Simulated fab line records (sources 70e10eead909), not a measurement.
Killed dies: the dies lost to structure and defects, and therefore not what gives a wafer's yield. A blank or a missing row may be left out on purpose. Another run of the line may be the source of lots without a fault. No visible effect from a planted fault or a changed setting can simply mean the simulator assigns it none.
fab line records -- flow nand-harc
record: lots: 6, wafers: 18, last-day: 26
route steps=1159 shown A_WL_FILL@831 A_CONTACT@840 END@1159
lots with no fault: from the same line, run without faults
start-h: hours from the record's opening day to when the first of the lot's shown wafers began -- wait-h: time in hours since the lot's previous step -- " identical to the entry in the row above -- L1.1+2: a single row standing in for several wafers -- - value missing, or start not given -- * or withheld: withheld -- < > ~ a bound
route shown NAME@n: names a module that has steps shown in the file, with the first one's number in the route -- usual: mean and standard deviation over wafers with no fault -- same: alike in all rows -- chamber/n: place in a boat -- sites: each site's reading -- _std_site: standard deviation of those values -- _edge_site: mean of outer sites minus mean of inner sites -- radius-mm: for every site, how far away it sits from the centre of the wafer -- mask NAME#n: copy n -- behind: the last tool/chamber to shape the wafer -- hold: reason for holding the lot/hours on hold/outcome of the hold -- device: which transistor (n, p or np) failed to switch -- end of line: the same wafers' tests at the end of the route -- a step given without rows: its recipe and nothing more -- killed: the dies lost at the first sort to structure and to defects; this is not the yield of the wafer -- map: shows each die of a wafer: x if killed, . if not, _ if none is there
set.NAME: the setting as run; set.NAME@STEP: as run at that earlier step -- model.NAME: the simulator's own value behind a step, which no gauge read
lots at selected steps of the route; one table per step, one row per wafer
services: a tool's chamber out of use, with start hour (start-h, from the record's first day; less than 0 if before it), hours out, and reason
== steps ==
step: NHARC_A_WL_FILL_SRD_14
step: NHARC_A_WL_FILL_ALD_19
recipe: target-thk-a: 20, pulse-time-s: 3, ald-cycles: 100, temp-c: 450, material: TiN
usual: heater-power-w: 1092/110, precursor-pulse-height-rel: 1.000/0.02
lot.wafer,tool,chamber,start-h,wait-h,heater-power-w,precursor-pulse-height-rel
L311.3,ald-metal-04,0,364.02,0.1,828,0.974
L311.5,ald-metal-04,3,364.02,0.1,1084,1.028
L311.6,ald-metal-04,0,364.02,0.1,844,0.994
L316.2,ald-metal-04,0,403.59,0.1,849,1.002
L316.1,ald-metal-04,3,403.59,0.1,1072,1.008
L316.5,ald-metal-04,0,403.59,0.1,848,0.978
L317.4,ald-metal-02,1,403.67,0.2,1215,1.022
L317.5,ald-metal-02,2,403.67,0.2,1009,1.002
L317.6,ald-metal-02,3,403.67,0.2,1072,0.998
L322.2,ald-metal-04,3,448.17,0.1,1043,0.990
L322.1,ald-metal-04,0,448.17,0.1,860,1.030
L322.6,ald-metal-04,2,448.17,0.1,1178,1.008
L329.2,ald-metal-03,2,481.50,0.2,1171,1.014
L329.1,ald-metal-03,3,481.50,0.2,1082,1.011
L329.6,ald-metal-03,1,481.50,0.2,1077,1.025
L332.1,ald-metal-04,3,493.97,0.1,1081,0.995
L332.4,ald-metal-04,1,493.97,0.1,1157,1.008
L332.5,ald-metal-04,3,493.97,0.1,1076,0.996
step: NHARC_A_WL_FILL_CVD_20
recipe: target-thk-a: 750, temp-c: 300, pressure-torr: 40, wf6-flow-sccm: 40, h2-flow-sccm: 1600, ar-flow-sccm: 1560, time-s: 5064, material: W
usual: heater-power-w: 477/59, mfc-ar-sccm: 1559/4.6, throttle-valve-pct: 7.78/0.28
lot.wafer,tool,chamber,start-h,wait-h,heater-power-w,mfc-ar-sccm,throttle-valve-pct
L311.3,cvd-w-02,1,-,-,464,1563,8.14
L311.6,cvd-w-02,0,-,-,402,1552,7.61
L311.5,cvd-w-02,1,-,-,459,1561,7.93
L316.1,cvd-w-02,0,-,-,410,1553,7.45
L316.2,cvd-w-02,1,-,-,450,1557,7.86
L316.5,cvd-w-02,0,-,-,408,1552,7.29
L317.4,cvd-w-01,1,-,-,567,1563,7.68
L317.6,cvd-w-01,1,-,-,553,1562,7.36
L317.5,cvd-w-01,0,-,-,484,1558,7.92
L322.2,cvd-w-01,1,-,-,571,1552,7.62
L322.1,cvd-w-01,0,-,-,502,1560,7.73
L322.6,cvd-w-01,0,-,-,491,1559,7.86
L329.1,cvd-w-01,0,-,-,502,1561,7.82
L329.2,cvd-w-01,1,-,-,563,1556,7.99
L329.6,cvd-w-01,0,-,-,487,1565,7.84
L332.1,cvd-w-02,0,-,-,420,1556,7.64
L332.4,cvd-w-02,1,-,-,440,1562,8.28
L332.5,cvd-w-02,0,-,-,418,1563,7.44
step: NHARC_A_WL_FILL_CMP_12
recipe: t-overpolish-s: 30, target-thk-nm: 75
usual: motor-current-A: 12.0/0.84, overpolish-run-s: 30.000/0.0096, retaining-ring-pressure-frac: 0.999/0.0043, time-to-endpoint-s: 15.3/2.2
lot.wafer,tool,chamber,start-h,wait-h,motor-current-A,overpolish-run-s,retaining-ring-pressure-frac,time-to-endpoint-s
L311.3,cmp-03,3,369.17,2.1,12.0,29.995,0.999,14.4
L311.6,cmp-03,3,369.17,2.1,12.0,30.005,1.002,15.5
L311.5,cmp-03,0,369.17,2.1,10.2,30.000,0.996,15.5
L316.1,cmp-04,1,410.68,4.3,12.2,30.005,0.999,14.8
L316.2,cmp-04,3,410.68,4.3,12.0,29.996,0.997,14.7
L316.5,cmp-04,1,410.68,4.3,12.6,29.992,1.002,14.7
L317.4,cmp-03,3,411.24,2.9,11.9,29.980,1.001,16.2
L317.6,cmp-03,3,411.24,2.9,12.6,30.008,1.000,17.6
L317.5,cmp-03,0,411.24,2.9,10.2,29.974,0.998,18.1
L322.1,cmp-04,2,456.05,3.6,10.9,30.002,1.000,11.1
L322.2,cmp-04,3,456.05,3.6,12.0,30.004,0.997,13.8
L322.6,cmp-04,0,456.05,3.6,12.7,30.015,0.994,15.3
L329.1,cmp-01,3,492.53,4.3,10.6,30.006,1.000,14.3
L329.2,cmp-01,1,492.53,4.3,11.3,30.013,0.993,15.1
L329.6,cmp-01,3,492.53,4.3,11.6,29.996,0.998,13.8
L332.4,cmp-04,2,504.61,2.9,10.8,30.002,0.992,13.2
L332.1,cmp-04,3,504.61,2.9,12.1,29.979,1.003,11.5
L332.5,cmp-04,2,504.61,2.9,10.5,30.006,1.006,10.9
step: NHARC_A_WL_FILL_SRD_31
step: NHARC_A_WL_FILL_INSPECT_15
usual: raw-defect-count: 378/110
lot.wafer,tool,chamber,start-h,wait-h,raw-defect-count
L311.3,defect-inspect-02,-,369.67,0.0,432
L311.5,defect-inspect-02,-,369.67,0.0,374
L311.6,defect-inspect-02,-,369.67,0.0,352
L316.1,defect-inspect-02,-,411.12,0.0,286
L316.2,defect-inspect-02,-,411.12,0.0,230
L316.5,defect-inspect-02,-,411.12,0.0,276
L317.4,defect-inspect-02,-,411.71,0.0,322
L317.5,defect-inspect-02,-,411.71,0.0,185
L317.6,defect-inspect-02,-,411.71,0.0,230
L322.1,defect-inspect-02,-,456.50,0.0,374
L322.2,defect-inspect-02,-,456.50,0.0,396
L322.6,defect-inspect-02,-,456.50,0.0,222
L329.1,defect-inspect-01,-,493.00,0.0,416
L329.2,defect-inspect-01,-,493.00,0.0,290
L329.6,defect-inspect-01,-,493.00,0.0,410
L332.1,defect-inspect-02,-,505.08,0.0,217
L332.4,defect-inspect-02,-,505.08,0.0,202
L332.5,defect-inspect-02,-,505.08,0.0,198
step: NHARC_A_CONTACT_DEP_24
recipe: target-thk-a: 5000, temp-c: 400, pressure-torr: 6.5, rf-w: 900, teos-flow-sccm: 161.4, flow-sccm: 2650, target-thk-nm: 500, gas: O2, material: SiO2
usual: chamber-pressure-Torr: 6.501/0.014, flow-sccm: 2650/7.7, heater-power-w: 514/92, throttle-valve-pct: 15.8/0.6
lot.wafer,tool,chamber,start-h,wait-h,chamber-pressure-Torr,flow-sccm,heater-power-w,throttle-valve-pct
L311.3,pecvd-03,2,369.74,0.1,6.497,2645,600,15.7
L311.5,pecvd-03,2,369.74,0.1,6.479,2652,462,15.9
L311.6,pecvd-03,1,369.74,0.1,6.468,2642,514,15.6
L316.1,pecvd-03,2,411.25,0.1,6.501,2660,444,15.9
L316.2,pecvd-03,0,411.25,0.1,6.499,2648,520,15.8
L316.5,pecvd-03,2,411.25,0.1,6.497,2665,484,15.7
L317.5,pecvd-04,0,411.96,0.2,6.483,2643,365,15.7
L317.6,pecvd-04,1,411.96,0.2,6.511,2653,650,16.4
L317.4,pecvd-04,2,411.96,0.2,6.514,2648,456,14.7
L322.2,pecvd-04,1,456.60,0.1,6.508,2643,581,16.3
L322.1,pecvd-04,0,456.60,0.1,6.502,2640,461,15.6
L322.6,pecvd-04,1,456.60,0.1,6.495,2664,627,16.5
L329.2,pecvd-03,2,493.07,0.1,6.515,2656,574,15.5
L329.1,pecvd-03,0,493.07,0.1,6.486,2653,515,15.9
L329.6,pecvd-03,0,493.07,0.1,6.505,2643,542,16.1
L332.1,pecvd-01,0,505.15,0.1,6.500,2645,613,16.4
L332.5,pecvd-01,1,505.15,0.1,6.496,2659,318,14.7
L332.4,pecvd-01,2,505.15,0.1,6.496,2656,619,16.7
step: NHARC_A_CONTACT_DEP_28
recipe: target-thk-a: 36000, temp-c: 400, material: aC
usual: susceptor-temp-C: 399.93/0.22, throttle-valve-pct: 35.001/0.0098
lot.wafer,tool,chamber,start-h,wait-h,susceptor-temp-C,throttle-valve-pct
L311.3,acl-dep-03,0,371.19,0.9,399.91,34.984
L311.5,acl-dep-03,0,371.19,0.9,400.11,35.018
L311.6,acl-dep-03,0,371.19,0.9,400.43,35.009
L316.1,acl-dep-01,0,411.79,0.1,399.76,34.998
L316.2,acl-dep-01,0,411.79,0.1,400.05,35.005
L316.5,acl-dep-01,0,413.28,1.5,399.74,34.998
L317.4,acl-dep-02,0,413.46,1.1,-,34.988
L317.5,acl-dep-02,0,413.46,1.1,-,34.984
L317.6,acl-dep-02,0,413.46,1.1,-,34.996
L322.1,acl-dep-03,0,459.71,2.6,399.74,35.006
L322.2,acl-dep-03,0,459.71,2.6,399.89,35.010
L322.6,acl-dep-03,0,461.56,4.4,400.09,34.989
L329.1,acl-dep-01,0,493.67,0.1,-,35.011
L329.2,acl-dep-01,0,493.67,0.1,-,34.992
L329.6,acl-dep-01,0,495.48,1.9,-,35.009
L332.1,acl-dep-03,0,506.31,0.6,-,34.982
L332.4,acl-dep-03,0,507.40,1.7,-,35.000
L332.5,acl-dep-03,0,507.40,1.7,-,35.001
step: NHARC_A_CONTACT_DEP_29
recipe: target-thk-a: 700, target-thk-nm: 70, temp-c: 400, pressure-torr: 3.5, flow-sccm: 200, rf-w: 350, material: SiON
usual: chamber-pressure-Torr: 3.501/0.0087, heater-power-outer-w: 418/64, heater-power-w: 699/98
lot.wafer,tool,chamber,start-h,wait-h,chamber-pressure-Torr,heater-power-outer-w,heater-power-w
L311.3,pecvd-01,0,372.70,1.1,3.506,380,732
L311.5,pecvd-01,2,372.70,1.1,3.510,528,839
L311.6,pecvd-01,0,372.70,1.1,3.497,385,728
L316.2,pecvd-01,0,414.05,1.5,-,-,-
L316.1,pecvd-01,1,414.05,1.5,-,-,-
L316.5,pecvd-01,2,414.05,1.5,-,-,-
L317.6,pecvd-04,2,414.65,0.1,-,-,-
L317.5,pecvd-04,0,414.65,0.1,-,-,-
L317.4,pecvd-04,1,414.65,0.1,-,-,-
L322.1,pecvd-04,2,461.98,1.9,3.510,362,595
L322.2,pecvd-04,0,461.98,1.9,3.490,334,574
L322.6,pecvd-04,2,461.98,1.9,3.502,360,615
L329.2,pecvd-01,1,496.03,1.6,3.475,326,525
L329.1,pecvd-01,2,496.03,1.6,3.504,503,833
L329.6,pecvd-01,2,496.03,1.6,3.498,519,830
L332.1,pecvd-03,2,508.75,2.1,3.511,506,801
L332.4,pecvd-03,0,508.75,2.1,3.520,427,707
L332.5,pecvd-03,2,508.75,2.1,3.507,384,643
step: NHARC_A_CONTACT_DEHYDRATE_32
recipe: temp-c: 150, time-s: 120
step: NHARC_END_SORT_01
recipe: temp-c: 25
usual: killed-at-array: 28/9.1, killed-at-other: 0.6/0.87, killed-at-periphery: 3.4/2.7, killed-dies: 32/9, killed-open: 3.2/1.9, killed-short: 2.0/1.3
same: gross-dies: 677
lot.wafer,tool,chamber,start-h,wait-h,hold,killed-at-array,killed-at-other,killed-at-periphery,killed-dies,killed-open,killed-short
L311.3,prober-02,0,441.33,3.1,-,17,0,3,20,1,3
L311.5,prober-02,0,442.92,3.7,-,28,0,4,32,4,4
L311.6,prober-02,0,443.71,4.0,-,25,0,10,35,3,3
L316.1,prober-02,0,486.19,2.5,await-dispo/2.0h/scrap,673,1,3,677,1,3
L316.2,prober-02,0,486.98,2.8,await-dispo/2.0h/scrap,673,0,4,677,1,2
L316.5,prober-02,0,489.35,3.7,await-dispo/2.0h/scrap,675,0,2,677,4,2
L317.4,prober-02,0,496.40,3.4,await-dispo/6.8h/scrap,676,0,1,677,4,1
L317.5,prober-02,0,497.20,3.7,await-dispo/6.8h/scrap,674,0,3,677,1,3
L317.6,prober-02,0,498.00,4.0,await-dispo/6.8h/scrap,672,0,5,677,2,2
L322.1,prober-02,0,572.40,2.5,-,36,2,5,43,4,0
L322.2,prober-02,0,573.19,2.8,-,28,0,3,31,2,2
L322.6,prober-02,0,576.36,4.0,-,37,1,2,40,2,3
L329.1,prober-02,0,595.77,2.5,-,24,0,2,26,4,1
L329.2,prober-02,0,596.57,2.8,-,23,0,5,28,5,2
L329.6,prober-02,0,599.77,4.0,-,22,0,3,25,3,2
killed by level:class
L311.3 A_SLIT:chamber-film-flake=5 A_CHANNEL_HOLE_D1:chamber-film-flake=4 A_STAIRCASE:chamber-film-flake=2 A_WL_FILL:chamber-film-flake=2 A_ONON_D1:geometric-particle:open=1 A_CHANNEL_HOLE_D1:geometric-particle:short=1 A_SGD_CUT:geometric-particle:short=1 A_WL_FILL:geometric-particle:short=1
L311.5 A_SLIT:chamber-film-flake=9 A_CHANNEL_HOLE_D1:chamber-film-flake=4 A_STAIRCASE:chamber-film-flake=4 P_M1:chamber-film-flake=3 A_ONON_D1:geometric-particle:short=1 A_ONON_D1:geometric-particle:open=1 A_CHANNEL_FILL_D1:geometric-particle:short=1 A_CHANNEL_FILL_D1:geometric-particle:open=1
L311.6 A_SLIT:chamber-film-flake=13 P_M1:chamber-film-flake=4 A_WL_FILL:chamber-film-flake=4 P_STI:chamber-film-flake=2 A_M0:chamber-film-flake=2 P_CONTACT:geometric-particle:open=1 P_M0:geometric-particle:open=1 P_M1:geometric-particle:open=1
L316.1 A_CONTACT:area-dep=656 A_STAIRCASE:chamber-film-flake=5 A_CONTACT:chamber-film-flake=5 P_M0:chamber-film-flake=2 A_CHANNEL_HOLE_D1:chamber-film-flake=2 A_ONON_D1:geometric-particle:short=1 A_CHANNEL_FILL_D1:geometric-particle:short=1 A_SGD_CUT:geometric-particle:short=1
L316.2 A_CONTACT:area-dep=656 A_CHANNEL_HOLE_D1:chamber-film-flake=6 A_STAIRCASE:chamber-film-flake=4 A_CONTACT:chamber-film-flake=4 P_M0:chamber-film-flake=2 P_GATE:geometric-particle:open=1 A_SOURCE_PLATE:geometric-particle:short=1 A_CONTACT:geometric-particle:short=1
L316.5 A_CONTACT:area-dep=655 A_CONTACT:chamber-film-flake=9 A_CHANNEL_HOLE_D1:chamber-film-flake=4 A_STAIRCASE:chamber-film-flake=3 P_CONTACT:geometric-particle:open=2 A_SGD_CUT:geometric-particle:open=1 A_SGD_CUT:geometric-particle:short=1 A_SLIT:geometric-particle:short=1
L317.4 A_CONTACT:area-dep=648 A_SLIT:chamber-film-flake=13 A_WL_FILL:chamber-film-flake=3 A_CONTACT:chamber-film-flake=3 A_CHANNEL_HOLE_D1:chamber-film-flake=2 A_STAIRCASE:chamber-film-flake=2 P_M2:geometric-particle:open=1 A_SOURCE_PLATE:geometric-particle:open=1
L317.5 A_CONTACT:area-dep=641 A_SLIT:chamber-film-flake=12 A_CHANNEL_HOLE_D1:chamber-film-flake=6 A_WL_FILL:chamber-film-flake=5 A_CONTACT:chamber-film-flake=5 P_STI:chamber-film-flake=2 P_M0:geometric-particle:open=1 A_ONON_D1:geometric-particle:short=1
L317.6 A_CONTACT:area-dep=645 A_SLIT:chamber-film-flake=10 A_WL_FILL:chamber-film-flake=5 A_BONDPAD:chamber-film-flake=4 A_CONTACT:chamber-film-flake=3 P_ZERO_WELL:chamber-film-flake=2 A_CHANNEL_HOLE_D1:chamber-film-flake=2 P_GATE:geometric-particle:open=1
L322.1 A_SLIT:chamber-film-flake=17 A_CHANNEL_HOLE_D1:chamber-film-flake=8 P_M0:chamber-film-flake=3 A_BONDPAD:chamber-film-flake=3 A_STAIRCASE:chamber-film-flake=2 A_CONTACT:chamber-film-flake=2 THIN_TSV:chamber-film-flake=2 P_CONTACT:geometric-particle:open=1
L322.2 A_SLIT:chamber-film-flake=13 A_BONDPAD:chamber-film-flake=5 P_M0:chamber-film-flake=3 A_CHANNEL_HOLE_D1:chamber-film-flake=3 A_STAIRCASE:chamber-film-flake=2 A_SOURCE_PLATE:geometric-particle:open=1 A_CHANNEL_HOLE_D1:geometric-particle:short=1 A_SGD_CUT:geometric-particle:open=1
L322.6 A_SLIT:chamber-film-flake=14 A_CHANNEL_HOLE_D1:chamber-film-flake=6 A_STAIRCASE:chamber-film-flake=5 A_BONDPAD:chamber-film-flake=5 P_M0:chamber-film-flake=2 A_SOURCE_PLATE:geometric-particle:short=1 A_CHANNEL_HOLE_D1:geometric-particle:short=1 A_CHANNEL_FILL_D1:geometric-particle:short=1
L329.1 A_CHANNEL_HOLE_D1:chamber-film-flake=11 A_STAIRCASE:chamber-film-flake=4 A_ONON_D1:geometric-particle:open=2 A_CHANNEL_FILL_D1:chamber-film-flake=2 A_CONTACT:chamber-film-flake=2 P_M0:geometric-particle:open=1 P_M1:geometric-particle:open=1 A_ONON_D1:geometric-particle:short=1
L329.2 A_CHANNEL_HOLE_D1:chamber-film-flake=13 A_CHANNEL_FILL_D1:chamber-film-flake=3 A_STAIRCASE:chamber-film-flake=3 P_CONTACT:geometric-particle:open=1 P_M0:geometric-particle:open=1 P_M1:geometric-particle:open=1 P_M1:geometric-particle:short=1 A_WL_FILL:geometric-particle:short=1
L329.6 A_CHANNEL_HOLE_D1:chamber-film-flake=7 A_CONTACT:chamber-film-flake=7 A_M1:geometric-particle:short=2 A_CHANNEL_FILL_D1:chamber-film-flake=2 A_WL_FILL:chamber-film-flake=2 P_CONTACT:geometric-particle:open=1 A_SGD_CUT:geometric-particle:open=1 A_CONTACT:geometric-particle:open=1
map L316.1 (x killed, . not)
____________x____________
_________xxxxxxx_________
_______xxxxxxxxxxx_______
______xxxxxxxxxxxxx______
_____xxxxxxxxxxxxxxx_____
____xxxxxxxxxxxxxxxxx____
____xxxxxxxxxxxxxxxxx____
___xxxxxxxxxxxxxxxxxxx___
___xxxxxxxxxxxxxxxxxxx___
__xxxxxxxxxxxxxxxxxxxxx__
__xxxxxxxxxxxxxxxxxxxxx__
_xxxxxxxxxxxxxxxxxxxxxxx_
_xxxxxxxxxxxxxxxxxxxxxxx_
_xxxxxxxxxxxxxxxxxxxxxxx_
_xxxxxxxxxxxxxxxxxxxxxxx_
_xxxxxxxxxxxxxxxxxxxxxxx_
xxxxxxxxxxxxxxxxxxxxxxxxx
xxxxxxxxxxxxxxxxxxxxxxxxx
xxxxxxxxxxxxxxxxxxxxxxxxx
xxxxxxxxxxxxxxxxxxxxxxxxx
xxxxxxxxxxxxxxxxxxxxxxxxx
_xxxxxxxxxxxxxxxxxxxxxxx_
_xxxxxxxxxxxxxxxxxxxxxxx_
_xxxxxxxxxxxxxxxxxxxxxxx_
_xxxxxxxxxxxxxxxxxxxxxxx_
_xxxxxxxxxxxxxxxxxxxxxxx_
__xxxxxxxxxxxxxxxxxxxxx__
__xxxxxxxxxxxxxxxxxxxxx__
___xxxxxxxxxxxxxxxxxxx___
___xxxxxxxxxxxxxxxxxxx___
____xxxxxxxxxxxxxxxxx____
____xxxxxxxxxxxxxxxxx____
_____xxxxxxxxxxxxxxx_____
______xxxxxxxxxxxxx______
_______xxxxxxxxxxx_______
_________xxxxxxx_________
____________x____________
map L317.4 (x killed, . not)
____________x____________
_________xxxxxxx_________
_______xxxxxxxxxxx_______
______xxxxxxxxxxxxx______
_____xxxxxxxxxxxxxxx_____
____xxxxxxxxxxxxxxxxx____
____xxxxxxxxxxxxxxxxx____
___xxxxxxxxxxxxxxxxxxx___
___xxxxxxxxxxxxxxxxxxx___
__xxxxxxxxxxxxxxxxxxxxx__
__xxxxxxxxxxxxxxxxxxxxx__
_xxxxxxxxxxxxxxxxxxxxxxx_
_xxxxxxxxxxxxxxxxxxxxxxx_
_xxxxxxxxxxxxxxxxxxxxxxx_
_xxxxxxxxxxxxxxxxxxxxxxx_
_xxxxxxxxxxxxxxxxxxxxxxx_
xxxxxxxxxxxxxxxxxxxxxxxxx
xxxxxxxxxxxxxxxxxxxxxxxxx
xxxxxxxxxxxxxxxxxxxxxxxxx
xxxxxxxxxxxxxxxxxxxxxxxxx
xxxxxxxxxxxxxxxxxxxxxxxxx
_xxxxxxxxxxxxxxxxxxxxxxx_
_xxxxxxxxxxxxxxxxxxxxxxx_
_xxxxxxxxxxxxxxxxxxxxxxx_
_xxxxxxxxxxxxxxxxxxxxxxx_
_xxxxxxxxxxxxxxxxxxxxxxx_
__xxxxxxxxxxxxxxxxxxxxx__
__xxxxxxxxxxxxxxxxxxxxx__
___xxxxxxxxxxxxxxxxxxx___
___xxxxxxxxxxxxxxxxxxx___
____xxxxxxxxxxxxxxxxx____
____xxxxxxxxxxxxxxxxx____
_____xxxxxxxxxxxxxxx_____
______xxxxxxxxxxxxx______
_______xxxxxxxxxxx_______
_________xxxxxxx_________
____________x____________
== services ==
tool,chamber,start-h,hours,kind
cmp-04,-,346.39,1.0,repair
cmp-03,-,353.51,2.5,repair
cmp-03,-,358.00,4.0,pm
pecvd-04,-,376.57,13.0,pm
cvd-w-02,-,378.46,13.0,pm
cmp-04,-,399.01,4.0,pm
ald-metal-04,-,406.00,10.0,pm
acl-dep-03,-,406.75,13.0,pm
cmp-04,-,411.80,1.7,repair
cmp-03,-,413.43,0.9,repair
acl-dep-01,-,416.95,16.5,repair
pecvd-01,-,418.03,13.0,pm
cmp-03,-,426.52,0.7,repair
cmp-03,-,440.84,1.4,repair
ald-metal-04,1,447.78,3.1,repair
cmp-03,-,449.74,1.9,repair
cmp-03,-,453.44,6.5,repair
pecvd-03,-,473.12,13.0,pm
cvd-w-01,-,474.47,13.0,pm
cmp-04,-,474.81,1.0,repair
cmp-04,-,483.77,4.2,repair
ald-metal-04,2,486.80,86.4,repair
cmp-04,-,497.01,4.0,pm
pecvd-01,-,507.27,0.5,repair
== key ==
first-sign: step: NHARC_A_CONTACT_DEP_29, reading: tool-record, direction: missing
effect: step: NHARC_END_SORT_01, reading: killed-dies, direction: up, sigmas: 72, usual: 32, struck: 677
more-kills-born-at: NHARC_A_CONTACT_DEP_29@pecvd-01: 1967, NHARC_A_CONTACT_DEP_29@pecvd-04: 1934
met-at NHARC_A_CONTACT_DEP_29
struck-wafers L316.1,L316.2,L316.5,L317.4,L317.5,L317.6
later-rows-left-out L316.1,L316.2,L316.5,L317.4,L317.5,L317.6
tester-left-out L316,L317
onset-between 372.70 414.05
fault: kind: skipped-step-whole, tool: pecvd-01,pecvd-04, chamber: -, onset-h: 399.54, steps: NHARC_A_CONTACT_DEP_29, scope: struck-lots-only
tester-left-out: of these lots the tester's yield and bins aren't shown, on N5 and GAA mostly nor the transistor test; their killed dies are dies lost to structure and defects alone, not to doping, threshold or leakage, so they don't give the yield
later-rows-left-out: the simulator's readings of these wafers behind a module that went badly wrong aren't trusted and aren't shown, but for the sort
